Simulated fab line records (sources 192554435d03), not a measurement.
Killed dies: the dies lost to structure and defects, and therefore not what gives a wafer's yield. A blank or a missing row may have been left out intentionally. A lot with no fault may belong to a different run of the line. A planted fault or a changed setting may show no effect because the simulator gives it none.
Matching of chambers || flow n5Finfet || N5_BEOL_M10_ILD_DEP_00 on pecvd-01: 3 sister chambers
The step deposits SiCOH lowk from DEMS/porogen, target thk 308.51 nm, time 58 s. 14 wafers are shown with their chamber, then 7 later ones without.

WAFERS PAIRED WITH THEIR CHAMBERS
{"wafer": "L075.1", "chamber": 0, "throttleValvePct (%)": 14.9, "showerheadPlenumPTorr (Torr)": 5.714, "heaterPowerW (W)": 291}
{"wafer": "L075.3", "chamber": 1, "throttleValvePct (%)": 16.2, "showerheadPlenumPTorr (Torr)": 5.761, "heaterPowerW (W)": 317}
{"wafer": "L075.5", "chamber": 2, "throttleValvePct (%)": 13.9, "showerheadPlenumPTorr (Torr)": 5.750, "heaterPowerW (W)": 279}
{"wafer": "L080.2", "chamber": 1, "throttleValvePct (%)": 16.4, "showerheadPlenumPTorr (Torr)": 5.752, "heaterPowerW (W)": 330}
{"wafer": "L080.3", "chamber": 0, "throttleValvePct (%)": 14.8, "showerheadPlenumPTorr (Torr)": 5.731, "heaterPowerW (W)": 276}
{"wafer": "L080.4", "chamber": 1, "throttleValvePct (%)": 16.3, "showerheadPlenumPTorr (Torr)": 5.751, "heaterPowerW (W)": 349}
{"wafer": "L082.1", "chamber": 2, "throttleValvePct (%)": 13.7, "showerheadPlenumPTorr (Torr)": 5.743, "heaterPowerW (W)": 345}
{"wafer": "L082.3", "chamber": 0, "throttleValvePct (%)": 14.8, "showerheadPlenumPTorr (Torr)": 5.734, "heaterPowerW (W)": 307}
{"wafer": "L082.6", "chamber": 1, "throttleValvePct (%)": 16.8, "showerheadPlenumPTorr (Torr)": 5.752, "heaterPowerW (W)": 361}
{"wafer": "L089.1", "chamber": 2, "throttleValvePct (%)": 14.0, "showerheadPlenumPTorr (Torr)": 5.752, "heaterPowerW (W)": 348}
{"wafer": "L089.2", "chamber": 1, "throttleValvePct (%)": 16.4, "showerheadPlenumPTorr (Torr)": 5.741, "heaterPowerW (W)": 381}
{"wafer": "L089.3", "chamber": 2, "throttleValvePct (%)": 13.9, "showerheadPlenumPTorr (Torr)": 5.764, "heaterPowerW (W)": 355}
{"wafer": "L089.4", "chamber": 1, "throttleValvePct (%)": 16.4, "showerheadPlenumPTorr (Torr)": 5.757, "heaterPowerW (W)": 297}
{"wafer": "L089.5", "chamber": 2, "throttleValvePct (%)": 13.9, "showerheadPlenumPTorr (Torr)": 5.749, "heaterPowerW (W)": 276}

SIGNATURES (averages over the wafers above)
{"reading": "throttleValvePct", "chamber 0": 14.833, "chamber 1": 16.417, "chamber 2": 13.880, "scatter within a chamber": 0.155}
{"reading": "showerheadPlenumPTorr", "chamber 0": 5.72633, "chamber 1": 5.75233, "chamber 2": 5.75160, "scatter within a chamber": 0.00796}
{"reading": "heaterPowerW", "chamber 0": 291.33, "chamber 1": 339.17, "chamber 2": 320.60, "scatter within a chamber": 32.2}
Rule: a wafer's distance from a chamber is the root of the sum, over the readings, of the square of ((its reading less the chamber's mean) divided by the reading's scatter). If the next closest chamber is less than 2 further off than the closest, the wafer can't be placed; otherwise it belongs to the closest. The scatter: take each reading less its chamber's mean, square it, sum over the shown wafers, divide by the number of wafers less the number of chambers, and take the root.

WAFERS WITH NO CHAMBER GIVEN
{"wafer": "L089.6", "throttleValvePct (%)": 16.2, "showerheadPlenumPTorr (Torr)": 5.729, "heaterPowerW (W)": 307}
{"wafer": "L092.1", "throttleValvePct (%)": 14.2, "showerheadPlenumPTorr (Torr)": 5.760, "heaterPowerW (W)": 318}
{"wafer": "L092.2", "throttleValvePct (%)": 16.5, "showerheadPlenumPTorr (Torr)": 5.741, "heaterPowerW (W)": 364}
{"wafer": "L092.5", "throttleValvePct (%)": 16.3, "showerheadPlenumPTorr (Torr)": 5.753, "heaterPowerW (W)": 372}
{"wafer": "L096.1", "throttleValvePct (%)": 15.1, "showerheadPlenumPTorr (Torr)": 5.732, "heaterPowerW (W)": 277}
{"wafer": "L096.2", "throttleValvePct (%)": 16.3, "showerheadPlenumPTorr (Torr)": 5.741, "heaterPowerW (W)": 364}
{"wafer": "L096.6", "throttleValvePct (%)": 14.0, "showerheadPlenumPTorr (Torr)": 5.752, "heaterPowerW (W)": 322}

EACH ONE'S CHAMBER
{"wafer": "L089.6", "from the rows above": 1, "in truth": 1}
{"wafer": "L092.1", "from the rows above": 2, "in truth": 2}
{"wafer": "L092.2", "from the rows above": 1, "in truth": 1}
{"wafer": "L092.5", "from the rows above": 1, "in truth": 1}
{"wafer": "L096.1", "from the rows above": 0, "in truth": 0}
{"wafer": "L096.2", "from the rows above": 1, "in truth": 1}
{"wafer": "L096.6", "from the rows above": 2, "in truth": 2}
Correct placement for 7 of the 7. Not placeable from these rows: 0. Placed wrongly: 0.
